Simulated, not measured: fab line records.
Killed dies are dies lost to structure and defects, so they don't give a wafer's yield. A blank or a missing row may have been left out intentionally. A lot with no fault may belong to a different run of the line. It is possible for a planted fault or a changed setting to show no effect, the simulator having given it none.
fab line records | flow nand-harc
record lots=14 wafers=42 last-day=25
route steps=1159 shown P_CONTACT@241 P_M0@261 END@1159
lots with no fault: from the same line, run without faults
start-h: the number of hours between the record's first day and the start of the first shown wafer of the lot | wait-h: how many hours have passed since the lot's step before this one | " identical to the entry in the row above | L1.1+2: several wafers, shown together as one row | - value missing, or start not given | * or withheld: withheld | < > ~ a bound
route shown NAME@n: NAME is a module with steps in the file, n the number in the route of the first one | usual: mean/standard deviation of fault-free wafers | same: alike in all rows | chamber/n: place in a boat | sites: readings site by site | _std_site: the values' standard deviation | _edge_site: the outer-site mean with the inner-site mean subtracted | radius-mm: for every site, how far away it sits from the centre of the wafer | mask NAME#n: copy n | behind: the last tool/chamber to shape the wafer | hold: reason for holding the lot/hours on hold/outcome of the hold | device: names the non-switching transistor (n, p or np) | end of line: tests run on the same wafers once the route is complete | for a step that has no rows: nothing shown but its recipe | killed: dies lost to structure and defects at the first sort, not the wafer's yield | map: per-die view of a wafer (x killed, . not killed, _ where there is no die)
set.NAME: the setting the step ran with; set.NAME@STEP: the setting that earlier step ran with | model.NAME: the simulator's own value behind a step, which no gauge read
one table for each step of the route and one row for each wafer, over a sample of lots
services: when a tool's chamber went out of use (start-h, in hours from the record's first day, below 0 if earlier), for how many hours, and the reason
## steps
# step NHARC_P_CONTACT_CD_MEAS_19
# usual cd-nm=90.6/2.7
# columns lot.wafer tool chamber start-h wait-h cd-nm
L668.4 cd-sem-01 - 114.80 - 91.3
L668.5 " - " " 89.0
L668.6 " - " " 91.7
L669.1 cd-sem-03 - 121.87 - 93.9
L669.4 " - " " 88.0
L669.6 " - " " 94.7
L671.3 cd-sem-01 - 132.54 - 92.1
L671.5 " - " " 86.0
L671.6 " - " " 87.9
L672.1 cd-sem-01 - 141.34 - 89.0
L672.2 " - " " 94.9
L672.5 " - " " 93.5
L673.1 cd-sem-02 - 150.08 - 87.6
L673.2 " - " " 92.9
L673.3 " - " " 95.8
L677.1 cd-sem-01 - 173.43 - 88.3
L677.2 " - " " 86.2
L677.6 " - " " 85.9
L679.1 cd-sem-02 - 187.08 - 87.6
L679.2 " - " " 88.4
L679.6 " - " " 89.1
L681.1 cd-sem-01 - 193.51 - 86.4
L681.3 " - " " 89.0
L681.5 " - " " 86.9
L683.2 cd-sem-03 - 200.26 - 84.8
L683.3 " - " " 96.0
L683.6 " - " " 93.1
L682.1 cd-sem-02 - 202.28 - 88.1
L682.4 " - " " 93.8
L682.5 " - " " 94.9
L685.3 cd-sem-02 - 213.16 - 89.0
L685.5 " - " " 93.5
L685.6 " - " " 91.0
L687.2 cd-sem-01 - 229.78 - 90.9
L687.3 " - " " 85.9
L687.5 " - " " 92.9
L689.3 cd-sem-03 - 244.53 - 88.5
L689.5 " - " " 93.0
L689.6 " - " " 90.1
L690.1 cd-sem-03 - 245.32 - 88.3
L690.5 " - " " 88.9
L690.6 " - " " 87.9
# step NHARC_P_CONTACT_CVD_23
# recipe target-thk-a=2000 temp-c=300 pressure-torr=40 wf6-flow-sccm=40 h2-flow-sccm=1600 ar-flow-sccm=1560 time-s=557 material=W
# usual heater-power-w=531/28 throttle-valve-pct=7.91/0.24
# columns lot.wafer tool chamber start-h wait-h heater-power-w since-wet-clean-h throttle-valve-pct
L668.4 cvd-w-02 0 - - 563 - 8.01
L668.5 " 0 " " 542 - 7.78
L668.6 " 1 " " 558 - 7.89
L669.1 cvd-w-02 0 - - 542 102 8.01
L669.4 " 0 " " 566 - 7.81
L669.6 " 1 " " 543 - 7.69
L671.3 cvd-w-02 0 - - 551 - 8.25
L671.6 " 0 " " 543 - 7.80
L671.5 " 1 " " 560 - 7.52
L672.2 cvd-w-01 1 - - 531 13 8.21
L672.1 " 0 " " 487 13 7.92
L672.5 " 0 " " 487 - 7.75
L673.1 cvd-w-02 0 - - 546 124 8.18
L673.2 " 0 " " 546 - 8.16
L673.3 " 0 " " 547 - 8.02
L677.1 cvd-w-02 1 - - 554 148 7.71
L677.2 " 0 " " 541 148 8.22
L677.6 " 1 " " 555 - 7.57
L679.2 cvd-w-02 0 - - 549 161 8.06
L679.1 " 1 " " 558 161 7.62
L679.6 " 1 " " 561 - 7.83
L681.1 cvd-w-02 0 - - 531 168 8.03
L681.3 " 0 " " 547 - 8.20
L681.5 " 0 " " 528 - 7.97
L683.2 cvd-w-01 1 - - 541 72 7.97
L683.3 " 1 " " 536 - 8.18
L683.6 " 1 " " 536 - 8.02
L682.1 cvd-w-02 0 - - 539 7 8.11
L682.4 " 1 " " 504 - 7.51
L682.5 " 0 " " 541 - 8.12
L685.3 cvd-w-02 0 - - 541 - 8.02
L685.5 " 0 " " 559 - 7.73
L685.6 " 1 " " 499 - 7.45
L687.2 cvd-w-01 1 - - 537 101 8.12
L687.3 " 0 " " 484 - 8.40
L687.5 " 1 " " 530 - 8.10
L689.3 cvd-w-01 1 - - 554 - 8.37
L689.6 " 0 " " 471 - 8.05
L689.5 " 1 " " 539 - 8.09
L690.1 cvd-w-01 1 - - 558 117 7.98
L690.5 " 0 " " 481 - 8.15
L690.6 " 1 " " 523 - 8.22
# step NHARC_P_M0_PEB_07
# recipe peb-temp-c=100 peb-time-s=65
# usual heater-power-total-W=156.6/0.42
# columns lot.wafer tool chamber start-h wait-h heater-power-total-W
L668.4 litho-track-01 0 123.69 0.0 156.2
L668.5 " 0 " " 156.2
L668.6 " 0 " " 156.0
L669.1 litho-track-01 0 130.47 0.1 156.7
L669.4 " 0 " " 156.1
L669.6 " 0 " " 156.2
L671.3 litho-track-01 0 139.48 0.0 157.2
L671.5 " 0 " " 156.0
L671.6 " 0 " " 156.4
L672.1 litho-track-01 0 144.39 0.1 156.3
L672.2 " 0 " " 156.6
L672.5 " 0 " " 156.9
L673.1 litho-track-06 0 153.66 0.1 157.2
L673.2 " 0 " " 156.2
L673.3 " 0 " " 156.9
L677.1 litho-track-06 0 176.46 0.1 160.8
L677.2 " 0 " " 160.5
L677.6 " 0 " " 159.7
L679.1 litho-track-06 0 190.12 0.1 159.6
L679.2 " 0 " " 160.4
L679.6 " 0 " " 160.2
L681.1 litho-track-04 0 196.68 0.1 157.1
L681.3 " 0 " " 156.7
L681.5 " 0 " " 156.4
L683.2 litho-track-04 0 203.38 0.1 157.1
L683.3 " 0 " " 157.1
L683.6 " 0 " " 157.2
L682.1 litho-track-04 0 217.19 0.1 156.2
L682.4 " 0 " " 157.1
L682.5 " 0 " " 156.6
L685.3 litho-track-04 0 218.35 0.0 156.0
L685.5 " 0 " " 156.9
L685.6 " 0 " " 156.1
L687.2 litho-track-04 0 232.80 0.1 156.6
L687.3 " 0 " " 157.1
L687.5 " 0 " " 156.1
L689.3 litho-track-01 0 247.44 0.1 156.0
L689.5 " 0 " " 156.2
L689.6 " 0 " " 156.5
L690.1 litho-track-01 0 248.36 0.1 157.2
L690.5 " 0 " " 156.8
L690.6 " 0 " " 156.2
# step NHARC_P_M0_OVL_MEAS_10
# recipe pitch-nm=180
# usual overlay-x-nm=0.0/0.82 overlay-y-nm=-0.1/0.99
# columns lot.wafer tool chamber start-h wait-h overlay-x-nm overlay-y-nm
L668.4 overlay-02 - 123.86 - -0.1 -0.6
L668.5 " - " " -0.5 -0.1
L668.6 " - " " -0.5 -0.3
L669.1 overlay-01 - 130.65 - 1.5 -1.5
L669.4 " - " " 1.6 -1.9
L669.6 " - " " 2.1 -1.8
L671.3 overlay-01 - 139.65 - -0.1 -0.3
L671.5 " - " " 0.4 -1.6
L671.6 " - " " 0.2 -1.5
L672.1 overlay-01 - 144.56 - -0.7 -1.2
L672.2 " - " " -1.0 -1.2
L672.5 " - " " -1.1 -0.7
L673.1 overlay-01 - 153.83 - -1.2 0.1
L673.2 " - " " -0.5 -0.4
L673.3 " - " " -1.2 -0.1
L677.1 overlay-01 - 176.62 - -1.0 -0.2
L677.2 " - " " -0.3 0.2
L677.6 " - " " 0.1 -0.2
L679.1 overlay-01 - 190.29 - 0.3 -1.8
L679.2 " - " " 0.8 -1.6
L679.6 " - " " 0.9 -1.9
L681.1 overlay-02 - 196.85 - -0.6 0.6
L681.3 " - " " 0.2 0.7
L681.5 " - " " 0.6 0.5
L683.2 overlay-01 - 203.55 - 0.4 -0.3
L683.3 " - " " 0.0 -0.4
L683.6 " - " " 0.4 -1.1
L682.1 overlay-01 - 217.36 - 0.9 1.6
L682.4 " - " " 1.0 2.0
L682.5 " - " " 1.4 1.6
L685.3 overlay-02 - 218.52 - -0.3 1.2
L685.5 " - " " -0.3 0.8
L685.6 " - " " 0.1 0.1
L687.2 overlay-01 - 232.97 - 0.3 -0.3
L687.3 " - " " 0.2 0.0
L687.5 " - " " 0.4 -0.2
L689.3 overlay-02 - 247.61 - 0.0 -0.3
L689.5 " - " " 0.2 -0.3
L689.6 " - " " -0.1 -0.1
L690.1 overlay-02 - 248.52 - -0.2 -0.1
L690.5 " - " " -0.2 -0.5
L690.6 " - " " -0.2 -0.1
# step NHARC_END_SORT_01
# recipe temp-c=25
# usual defect-limited-yield=95.3/1.6 killed-at-array=27/11 killed-at-other=0.7/1.1 killed-at-periphery=3.6/2.4 killed-dies=32/11 killed-open=3.3/1.8 killed-short=2.1/1.5 sort_bin_2_pct=1.4/0.64 sort_bin_3_pct=0.29/0.22 sort_bin_4_pct=3.0/1.1 sort-n-pass=645/11 sort-rim-yield-pct=95/3.5 sort-yield-pct=95.3/1.6
# same gross-dies=677 sort_bin_5_pct[%]=0 sort_bin_6_pct[%]=0 sort_bin_7_pct[%]=0 sort_bin_8_pct[%]=0 sort-rim-n-gross=106.00
# columns lot.wafer tool chamber start-h wait-h defect-limited-yield[%] killed-at-array killed-at-other killed-at-periphery killed-dies killed-open killed-short sort_bin_2_pct[%] sort_bin_3_pct[%] sort_bin_4_pct[%] sort-n-pass sort-rim-yield-pct[%] sort-yield-pct[%]
L673.1 prober-02 0 509.92 2.5 95.7 29 0 0 29 3 3 1.3 0.15 2.8 648 93 95.7
L673.2 prober-02 0 510.73 2.8 95.1 28 1 4 33 7 2 1.6 0 3.2 644 97 95.1
L673.3 prober-02 0 511.53 3.1 94.1 34 3 3 40 5 3 2.2 0.74 3.0 637 99 94.1
L679.1 prober-01 0 509.93 2.5 93.9 40 0 1 41 7 3 1.6 0.15 4.3 636 96 93.9
L679.2 prober-01 0 510.73 2.8 95.6 27 0 3 30 4 0 1.2 0.44 2.8 647 94 95.6
L679.6 prober-01 0 513.92 4.0 94.7 34 0 2 36 5 0 1.3 0.44 3.5 641 92 94.7
L681.1 prober-01 0 525.54 2.5 98.1 11 1 1 13 0 4 0.6 0 1.3 664 96 98.1
L681.3 prober-01 0 527.11 3.1 98.5 9 0 1 10 0 3 0.4 0.15 0.9 667 99 98.5
L681.5 prober-01 0 528.69 3.6 97.9 12 1 1 14 4 3 0.7 0 1.3 663 94 97.9
L683.2 prober-02 0 526.28 2.8 93.2 41 2 3 46 3 1 2.8 0.15 3.8 631 86 93.2
L683.3 prober-02 0 527.08 3.1 91.9 48 1 6 55 2 4 1.9 0.30 5.9 622 98 91.9
L683.6 prober-02 0 529.46 4.0 93.8 36 2 4 42 1 3 1.8 0.44 4.0 635 87 93.8
L682.1 prober-02 0 535.32 2.5 94.8 28 2 5 35 2 0 1.2 0.30 3.7 642 90 94.8
L682.4 prober-02 0 537.70 3.4 94.8 32 0 3 35 2 0 1.8 0.44 3.0 642 89 94.8
L682.5 prober-02 0 538.49 3.7 92.8 48 0 1 49 5 5 1.5 0.59 5.2 628 90 92.8
# killed by level:class
L673.1 A_CHANNEL_HOLE_D1:chamber-film-flake=14 A_STAIRCASE:chamber-film-flake=5 A_CONTACT:chamber-film-flake=3 A_ONON_D1:geometric-particle:open=1 A_CHANNEL_HOLE_D1:geometric-particle:open=1 A_CHANNEL_FILL_D1:geometric-particle:short=1 A_CONTACT:geometric-particle:short=1 A_BLC:geometric-particle:short=1
L679.1 A_SLIT:chamber-film-flake=14 A_CONTACT:chamber-film-flake=8 A_CHANNEL_HOLE_D1:chamber-film-flake=6 A_SOURCE_PLATE:geometric-particle:open=3 A_STAIRCASE:chamber-film-flake=2 A_CHANNEL_FILL_D1:geometric-particle:open=1 A_SGD_CUT:geometric-particle:short=1 A_SGD_CUT:geometric-particle:open=1
L679.2 A_SLIT:chamber-film-flake=10 A_CONTACT:chamber-film-flake=9 A_CHANNEL_HOLE_D1:chamber-film-flake=3 P_M1:chamber-film-flake=2 A_ONON_D1:geometric-particle:open=1 A_CONTACT:geometric-particle:open=1 A_BLC:geometric-particle:open=1 A_M0:geometric-particle:open=1
L673.2 A_CHANNEL_HOLE_D1:chamber-film-flake=16 A_CONTACT:chamber-film-flake=4 A_CONTACT:geometric-particle:open=2 A_M0:geometric-particle:open=2 P_CONTACT:geometric-particle:open=1 P_M0:geometric-particle:open=1 A_SGD_CUT:geometric-particle:short=1 A_WL_FILL:geometric-particle:short=1
L673.3 A_CHANNEL_HOLE_D1:chamber-film-flake=21 A_CONTACT:chamber-film-flake=6 THIN_TSV:chamber-film-flake=3 P_CONTACT:geometric-particle:open=1 P_CONTACT:geometric-particle:short=1 P_M1:geometric-particle:open=1 A_CHANNEL_HOLE_D1:geometric-particle:short=1 A_WL_FILL:geometric-particle:short=1
L679.6 A_SLIT:chamber-film-flake=12 A_CONTACT:chamber-film-flake=11 A_CHANNEL_HOLE_D1:chamber-film-flake=6 A_CONTACT:geometric-particle:open=2 P_GATE:geometric-particle:open=1 A_ONON_D1:geometric-particle:open=1 A_M0:geometric-particle:open=1 P_M1:chamber-film-flake=1
L681.1 A_CHANNEL_HOLE_D1:chamber-film-flake=4 A_CONTACT:chamber-film-flake=3 A_CONTACT:geometric-particle:short=2 A_WL_FILL:geometric-particle:short=1 A_M0:geometric-particle:short=1 P_M1:chamber-film-flake=1 THIN_TSV:chamber-film-flake=1
L683.2 A_CHANNEL_HOLE_D1:chamber-film-flake=21 A_SLIT:chamber-film-flake=7 A_STAIRCASE:chamber-film-flake=6 A_CONTACT:chamber-film-flake=3 THIN_TSV:chamber-film-flake=2 P_CONTACT:geometric-particle:open=1 A_CHANNEL_FILL_D1:geometric-particle:short=1 A_WL_FILL:geometric-particle:open=1
L683.3 A_CHANNEL_HOLE_D1:chamber-film-flake=26 A_SLIT:chamber-film-flake=12 P_ZERO_WELL:chamber-film-flake=4 A_WL_FILL:geometric-particle:short=3 A_STAIRCASE:chamber-film-flake=3 P_M0:chamber-film-flake=2 A_WL_FILL:geometric-particle:open=1 A_CONTACT:geometric-particle:short=1
L681.3 A_CHANNEL_HOLE_D1:chamber-film-flake=4 A_WL_FILL:chamber-film-flake=2 P_M1:geometric-particle:short=1 A_ONON_D1:geometric-particle:short=1 A_SGD_CUT:geometric-particle:short=1 A_CONTACT:chamber-film-flake=1
L681.5 A_STAIRCASE:chamber-film-flake=2 A_WL_FILL:chamber-film-flake=2 A_CONTACT:chamber-film-flake=2 P_M1:geometric-particle:open=1 A_ONON_D1:geometric-particle:short=1 A_CHANNEL_FILL_D1:geometric-particle:short=1 A_WL_FILL:geometric-particle:open=1 A_WL_FILL:geometric-particle:short=1
L683.6 A_CHANNEL_HOLE_D1:chamber-film-flake=21 A_SLIT:chamber-film-flake=8 A_CONTACT:chamber-film-flake=3 A_WL_FILL:geometric-particle:short=2 THIN_TSV:chamber-film-flake=2 P_M1:geometric-particle:short=1 A_SOURCE_PLATE:geometric-particle:open=1 P_ZERO_WELL:chamber-film-flake=1
L682.1 A_SLIT:chamber-film-flake=15 A_CHANNEL_HOLE_D1:chamber-film-flake=12 THIN_TSV:chamber-film-flake=2 P_STI:geometric-particle:open=1 P_CONTACT:geometric-particle:open=1 P_ZERO_WELL:chamber-film-flake=1 P_STI:chamber-film-flake=1 P_M0:chamber-film-flake=1
L682.4 A_CHANNEL_HOLE_D1:chamber-film-flake=15 A_SLIT:chamber-film-flake=11 A_CONTACT:chamber-film-flake=4 P_M0:chamber-film-flake=2 A_CHANNEL_FILL_D1:geometric-particle:open=1 A_CONTACT:geometric-particle:open=1 P_GATE:chamber-film-flake=1
L682.5 A_CHANNEL_HOLE_D1:chamber-film-flake=23 A_SLIT:chamber-film-flake=13 A_SGD_CUT:geometric-particle:short=2 A_CONTACT:geometric-particle:open=2 A_M0:geometric-particle:short=2 A_ONON_D1:geometric-particle:open=1 A_STAIRCASE:geometric-particle:open=1 A_SGD_CUT:geometric-particle:open=1
## services
# columns tool chamber start-h hours kind
cvd-w-01 - 97.93 1.4 repair
cvd-w-01 - 116.72 13.0 pm
cvd-w-01 0 116.72 13.0 vent-cycle
cvd-w-01 1 116.72 13.0 vent-cycle
litho-track-06 - 117.00 7.0 pm
cvd-w-01 0 129.72 - clean
cvd-w-01 1 129.72 - clean
litho-track-04 - 141.00 7.0 pm
cvd-w-02 1 149.83 4.0 repair
cvd-w-02 - 195.22 13.0 pm
cvd-w-02 0 195.22 13.0 vent-cycle
cvd-w-02 1 195.22 13.0 vent-cycle
cvd-w-02 0 208.22 - clean
cvd-w-02 1 208.22 - clean
## key
first-sign step=NHARC_P_M0_PEB_07 reading=heater-power-total-W direction=up sigmas=8.7 usual=* struck=*
effect none on later readings
met-at NHARC_P_M0_PEB_07
struck-lots L677,L679
rows-end L677.1,L677.2,L677.6
not-acting-at NHARC_P_CONTACT_CD_MEAS_19,NHARC_P_CONTACT_CVD_23,NHARC_P_M0_OVL_MEAS_10
onset-between 153.66 176.46
fault kind=process-parameter-drift tool=litho-track-06 chamber=- onset-h=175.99 steps=NHARC_P_M0_PEB_07 channel=peb-time-s offset=* shape=step acts-in=* stated=*
# rows-end: these wafers met a further fault down the route, and their rows from its step on are left out
